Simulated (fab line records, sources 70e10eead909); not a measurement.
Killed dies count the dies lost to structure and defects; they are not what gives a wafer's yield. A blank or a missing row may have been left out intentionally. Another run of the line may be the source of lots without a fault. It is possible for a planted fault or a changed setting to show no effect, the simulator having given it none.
Matching of chambers + flow nand harc + NHARC_P_M0_PRE_CLEAN_31 on pecvd-02: 3 sister chambers
The step time 12 s. 6 wafers are shown with their chamber, then 9 later ones without.

== WAFERS, EACH WITH ITS CHAMBER ==
| wafer  | chamber | heater power w (W) | heater power outer w (W) |
|--------|---------|--------------------|--------------------------|
| L080.4 | 0       | 754                | 472                      |
| L086.5 | 0       | 735                | 433                      |
| L087.3 | 2       | 495                | 314                      |
| L091.1 | 2       | 498                | 304                      |
| L091.3 | 1       | 759                | 406                      |
| L091.4 | 1       | 763                | 404                      |

== WAFERS WITHOUT THEIR CHAMBER ==
| wafer  | heater power w (W) | heater power outer w (W) |
|--------|--------------------|--------------------------|
| L092.1 | 540                | 334                      |
| L092.5 | 738                | 413                      |
| L092.6 | 527                | 343                      |
| L096.3 | 768                | 447                      |
| L096.4 | 504                | 314                      |
| L096.5 | 770                | 449                      |
| L097.1 | 476                | 300                      |
| L097.4 | 779                | 441                      |
| L097.5 | 489                | 301                      |

== EACH ONE'S CHAMBER ==
| wafer  | from the rows above     | in truth |
|--------|-------------------------|----------|
| L092.1 | 2                       | 2        |
| L092.5 | can't be placed: 0 or 1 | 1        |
| L092.6 | 2                       | 2        |
| L096.3 | can't be placed: 1 or 0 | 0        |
| L096.4 | 2                       | 2        |
| L096.5 | can't be placed: 1 or 0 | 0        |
| L097.1 | 2                       | 2        |
| L097.4 | can't be placed: 1 or 0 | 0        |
| L097.5 | 2                       | 2        |
Correct placement for 5 of the 9. From these rows, 4 cannot be placed; in 4 the true chamber is one of the candidates. Placed wrongly: 0.
How it was worked out, from the rows above alone: a wafer's distance from a chamber is the root of the sum, over the readings, of the square of ((its reading less the chamber's mean) divided by the reading's scatter). If the next closest chamber is less than 2 further off than the closest, the wafer can't be placed; otherwise it belongs to the closest. Each chamber's mean is taken over the wafers shown for it. The scatter: take each reading less its chamber's mean, square it, sum over the shown wafers, divide by the number of wafers less the number of chambers, and take the root.
